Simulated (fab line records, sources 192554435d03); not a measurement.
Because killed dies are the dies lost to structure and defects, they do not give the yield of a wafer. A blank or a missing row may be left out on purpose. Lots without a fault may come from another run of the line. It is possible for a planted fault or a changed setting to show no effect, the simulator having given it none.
Comparing a struck lot with a sound one ; flow n5-finfet ; 25 out of 1938 route steps
Sound: wafers L127.2, L127.3, L127.4. Wafers struck: L134.1, L134.3, L134.5. The cause is given at the end.
Per side, at each step with rows, come the tool, then ch with its chambers, and then its first start. Under that, the readings that differ: sound wafers ; struck wafers ; difference of the means ; sigmas: that difference in standard deviations of wafers without a fault.
alike: a reading whose means differ by less than 2 such deviations, as well as words and numbers matching on both sides. not compared: withheld readings; readings where some wafer has no value; bounds like >300 that might hide an equal value; numbers whose values overlap and for which the record gives no deviation.
Wherever a step has rows on one side only, a row that says differs or no value, or a row with sigmas, the two part there. Non-overlapping numbers with no deviation appear without sigmas and do not part them. A reading that every wafer of one side lacks parts them only if that side has two wafers or more.

first, 4 steps without rows for these wafers: N5_ZERO_LAYER_EXPOSE_08 (exposes mask ZERO, defocus 0 nm, target cd 2000 nm); N5_ZERO_LAYER_PEB_09; N5_ZERO_LAYER_DEVELOP_10 (develop time 60 s); N5_ZERO_LAYER_HARDBAKE_23 (time 120 s).
N5_ZERO_LAYER_CD_MEAS_11: the cd target is 2000 nm.
  sound on cd-sem-02 ch 0, day 2 18:38; struck on cd-sem-02 ch 0, day 4 12:46
  alike: cd-nm
N5_ZERO_LAYER_DESCUM_16: chemistry O2, time 7.9 s.
  sound on rie-diel-04 ch 0,1,2, day 2 18:41; struck on rie-diel-05 ch 0,2,3, day 4 12:53
  alike: drypump-motor-current-A, oes-product-au, rf-vpp-V, showerhead-plenum-p-Torr, throttle-valve-pct
  not compared: rf-hours-counter-h
N5_ZERO_LAYER_ETCH_17: etches SiO2 in CF4, target depth 12 nm, time 13.3 s.
  sound on rie-diel-04 ch 0,1,2, day 2 18:43; struck on rie-diel-05 ch 0,2,3, day 4 12:55
  alike: cf4-flow-sccm, drypump-motor-current-A, oes-product-au, rf-vpp-V, showerhead-plenum-p-Torr, throttle-valve-pct
  not compared: rf-hours-counter-h
N5_ZERO_LAYER_ETCH_18: etches Si in HBr/Cl2, target depth 120 nm, time 40 s.
  sound on rie-si-04 ch 0,1,3, day 2 18:47; struck on rie-si-06 ch 0,1,2, day 4 12:59
reading;sound;struck;difference;sigmas
oes-product-au (a.u.);1.013 1.015 1.025;1.011 0.960 0.989;-0.031;-2
  alike: drypump-motor-current-A, throttle-valve-pct
  not compared: rf-hours-counter-h
N5_ZERO_LAYER_STRIP_24: strips in O2.
  sound on plasma-asher-01 ch 0,1, day 2 18:53; struck on plasma-asher-01 ch 0,1, day 4 13:05
  alike: drypump-motor-current-A, heater-power-w, oes-product-au, strip-time-to-endpoint-s
  not compared: rf-hours-counter-h
then, 1 step without rows for these wafers: N5_ZERO_LAYER_STRIP_19 (strips in SPM, time 900 s).
N5_ZERO_LAYER_INSPECT_20: inspects for defects (darkfield).
  sound: defect-inspect-01 at day 2 19:15; struck: defect-inspect-02 at day 4 13:28
  alike: raw-defect-count
then, 1 step without rows for these wafers: N5_WELL_APT_HMDS_01 (time 60 s).
N5_WELL_APT_COAT_02: resist thk 950 nm.
  sound on litho-track-04 ch 0, day 2 19:17; struck on litho-track-04 ch 0, day 4 13:29
reading;sound;struck;difference;sigmas
spin-speed-rpm (rpm);1356.7 1355.9 1357.1;1435.6 1435.9 1436.5;+79.4;+79
model.coat_of_WELL_APT_COAT_02.thk-nm (nm);947.5 945.1 945.2;921.3 923.3 919.6;-24.5;
  alike: resist-line-temp-C
then, 6 steps without rows for these wafers: N5_WELL_APT_EBR_04; N5_WELL_APT_SOFTBAKE_03 (time 60 s); N5_WELL_APT_EXPOSE_05 (exposes mask NWELL, defocus 0 nm, target cd 200 nm); N5_WELL_APT_PEB_06 (peb time 90 s); N5_WELL_APT_DEVELOP_07 (develop time 45 s); N5_WELL_APT_HARDBAKE_12 (time 120 s).
N5_WELL_APT_CD_MEAS_08: the cd target is 200 nm.
  sound on cd-sem-03 ch 0, day 2 19:41; struck on cd-sem-03 ch 0, day 4 13:46
  alike: cd-nm
N5_WELL_APT_OVL_MEAS_09:
  sound on overlay-01 ch 0, day 2 19:43; struck on overlay-01 ch 0, day 4 13:47
  alike: NWELL_OVL
N5_WELL_APT_INSPECT_10: inspects for defects (macro).
  sound: defect-inspect-01 at day 2 19:44; struck: defect-inspect-02 at day 4 13:49
  alike: raw-defect-count
N5_WELL_APT_DESCUM_13: chemistry O2, time 7.9 s.
  sound on rie-diel-06 ch 1,2,3, day 2 19:46; struck on rie-diel-06 ch 0,1,2, day 4 14:23
reading;sound;struck;difference;sigmas
model.coat_of_WELL_APT_COAT_02.thk-nm (nm);929.3 927 927;903.2 905.2 901.5;-24.5;
  alike: drypump-motor-current-A, oes-product-au, rf-vpp-V, showerhead-plenum-p-Torr, throttle-valve-pct
  not compared: rf-hours-counter-h
then, 1 step without rows for these wafers: N5_WELL_APT_IMPLANT_14.
-- record jumps: 6 days separate the struck wafers' starts on either side; left off in module WELL_APT, taken up again in module BEOL_M4, whose first shown step is the route's number 1111 --
N5_BEOL_M4_RC_MEAS_101:
  sound on prober-02 ch 0, day 9 10:53; struck on prober-02 ch 0, day 11 00:16
reading;sound;struck;difference;sigmas
DIBL_N (mV/V);39.6 40.0 40.5;35.6 36.5 37.0;-3.7;-2
DIBL_P (mV/V);38.5 39.4 39.6;33.1 33.7 34.1;-5.5;-3
IOFF_N (nA/um);0.186 0.186 0.221;0.130 0.143 0.132;-0.063;-2
IOFF_P (nA/um);0.26 0.27 0.27;0.17 0.18 0.18;-0.09;-2
VT_N (mV);247 247 245;254 252 255;+7;+2
VT_P (mV);-247 -246 -244;-255 -254 -254;-9;-2
  alike: ION_N, ION_P, SS_N, SS_P

WHERE THEY PART
Last at N5_BEOL_M4_RC_MEAS_101 as far as this record goes, first at N5_ZERO_LAYER_ETCH_18.

WHY: the cause the simulator had injected
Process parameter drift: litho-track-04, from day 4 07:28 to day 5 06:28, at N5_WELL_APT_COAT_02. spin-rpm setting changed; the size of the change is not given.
